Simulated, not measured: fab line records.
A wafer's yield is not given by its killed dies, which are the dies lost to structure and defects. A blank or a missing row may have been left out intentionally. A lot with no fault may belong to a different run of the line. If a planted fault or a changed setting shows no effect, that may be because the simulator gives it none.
A struck lot beside a sound one ; flow n5 finfet ; 39 out of 1938 route steps
Sound: the wafers L488.3, L488.5, L488.6. Struck: wafer L490.5; the same lot's L490.4 was not struck, so it is left out; see the end for the cause.
Order at every step that has rows: each side's tool, ch and its chambers, its first start. Under that, the readings that differ: sound wafers ; struck wafers ; difference of the means ; sigmas: that difference in standard deviations of wafers without a fault.
alike: readings with means less than 2 such deviations apart, plus words and numbers identical on both sides. not compared: withheld readings, readings lacking a value on some wafer, bounds such as >300 that could conceal the same value, and numbers that have no deviation in the record and whose values overlap.
A row with sigmas, a row that says differs or no value, or rows on one side alone: a step with any of these is where the two part. When numbers do not overlap yet have no deviation, they are printed without sigmas and do not part them. A reading that every wafer of one side lacks parts them only if that side has two wafers or more.

first, 9 steps without rows for these wafers: N5_BEOL_M12_SOFTBAKE_23 (time 60 s); N5_BEOL_M12_EXPOSE_25 (exposes mask M12); N5_BEOL_M12_PEB_26 (peb time 90 s); N5_BEOL_M12_DEVELOP_27 (develop time 45 s); N5_BEOL_M12_HARDBAKE_32 (time 120 s); N5_BEOL_M12_DESCUM_33 (chemistry O2, time 7.9 s); N5_BEOL_M12_ETCH_67 (etches SiARC in CF4, target depth 143 nm, time 238.3 s); N5_BEOL_M12_ETCH_68 (etches SOC in N2/H2, time 285 s); N5_BEOL_M12_STRIP_69 (strips in N2/H2).
N5_BEOL_M12_TRENCH_ETCH_34: etches SiOC in C4F8/O2/Ar, target depth 318.95 nm, time 125.5 s.
  sound on rie diel-04 ch 0,1, day 12 00:56; struck on rie diel-04 ch 2, day 12 07:52
reading;sound;struck;difference;sigmas
model.etch.depth nm (nm);319.1 319 321.9;265.1;-54.9;
  alike: drypump motor current A, oes product au, rf vpp V, showerhead plenum p Torr, throttle valve pct
  not compared: rf fwd power W, rf hours counter h
then, 1 step without rows for these wafers: N5_BEOL_M12_STRIP_70 (strips in C4F8/O2/Ar).
N5_BEOL_M12_OCD_MEAS_35:
  sound on ocd-01, day 12 01:05; struck on ocd-01, day 12 08:02
reading;sound;struck;difference;sigmas
trench depth nm (nm);319 319 322;265;-55;-10
then, 11 steps without rows for these wafers: N5_BEOL_M12_STRIP_37 (strips in N2/H2); N5_BEOL_M12_ETCH_38 (etches SiCN in CF4/N2, target depth 68.7 nm, time 73.4 s); N5_BEOL_M12_PRECLEAN_39 (cleans in residue remover, time 60 s); N5_BEOL_M12_SRD_40 (time 30 s, dry time 30 s); N5_BEOL_M12_DEGAS_41 (time 60 s); N5_BEOL_M12_PRE_CLEAN_42 (time 30 s); N5_BEOL_M12_SPUTTER_43 (material TaN, target thk 15 nm, time 24.19 s); N5_BEOL_M12_SPUTTER_44 (material Ta, target thk 10 nm, time 16.13 s); N5_BEOL_M12_SPUTTER_45 (material Cu, target thk 80 nm, time 13.33 s); N5_BEOL_M12_ECD_47 (material Cu, target thk 720 nm); N5_BEOL_M12_ANNEAL_48 (time 90 s).
N5_BEOL_M12_CMP_49: polishes, stops on SiOC, t overpolish 20.6 s, target thk 320 nm.
  sound on cmp-03 ch 1,2, day 12 02:59; struck on cmp-03 ch 0, day 12 11:47
reading;sound;struck;difference;sigmas
motor current A (A);8.6 8.8 6.2;5.3;-2.6;-3
model.Cu_of_BEOL_M12_ECD_47.thk nm (nm);319.2 318.2 321;266.2;-53.3;
  alike: barrier field endpoint s, edge zone pressure frac, overpolish run s
N5_BEOL_M12_THK_MEAS_50: measures by xrf.
  sound on film metro-02, day 12 03:16; struck on film metro-02, day 12 12:18
reading;sound;struck;difference;sigmas
M12_THK (nm);321 320 323;271;-50;-8
then, 2 steps without rows for these wafers: N5_BEOL_M12_PRE_CLEAN_52 (time 15 s); N5_BEOL_M12_DEP_53 (deposits SiCN from 3MS/NH3, target thk 30 nm, time 10.5 s).
N5_BEOL_M12_RS_MEAS_54: the measuring method here is four-point-probe.
  sound on film metro-02, day 12 03:24; struck on film metro-02, day 12 12:25
reading;sound;struck;difference;sigmas
M12_RS (ohm/sq);0.0599 0.0604 0.0598;0.0726;+0.0126;+11
then, 9 steps without rows for these wafers: N5_BEOL_M13_ILD_DEP_00 (deposits SiOC from DEMS/O2, target thk 837.92 nm, time 166.4 s); N5_BEOL_M13_COAT_58 (time 60 s, resist thk 89 nm); N5_BEOL_M13_COAT_04 (resist thk 400 nm); N5_BEOL_M13_EBR_06; N5_BEOL_M13_SOFTBAKE_05 (time 60 s); N5_BEOL_M13_EXPOSE_07 (exposes mask V12); N5_BEOL_M13_PEB_08 (peb time 90 s); N5_BEOL_M13_DEVELOP_09 (develop time 45 s); N5_BEOL_M13_HARDBAKE_14 (time 120 s).
N5_BEOL_M15_RC_MEAS_101:
  sound on prober-01 ch 0, day 13 03:40; struck on prober-02 ch 0, day 13 04:28
reading;sound;struck;difference;sigmas
SERP_M11 (ohm/um);2.96 2.86 3.11;3.27;+0.29;+3
SERP_M12 (ohm/um);0.651 0.638 0.651;0.774;+0.127;+6
SERP_M12_max_site (ohm/um);0.661 0.653 0.660;0.781;+0.123;+5
SERP_M7 (ohm/um);14.8 14.3 14.1;13.0;-1.4;-2
  alike: COMB_M10, COMB_M11, COMB_M13, COMB_M13_max_site, COMB_M14, COMB_M15, COMB_M5, COMB_M6, COMB_M7, COMB_M8, COMB_M9, SERP_M10, SERP_M13, SERP_M14, SERP_M5, SERP_M6, SERP_M6_max_site, SERP_M8, SERP_M9
next, for these wafers, 1 step has no rows: N5_PASSIVATION_PROBE_49.

WHERE THEY PART
Last at N5_BEOL_M15_RC_MEAS_101 as far as this record goes, first at N5_BEOL_M12_OCD_MEAS_35.

WHY: what had been put in by the simulator
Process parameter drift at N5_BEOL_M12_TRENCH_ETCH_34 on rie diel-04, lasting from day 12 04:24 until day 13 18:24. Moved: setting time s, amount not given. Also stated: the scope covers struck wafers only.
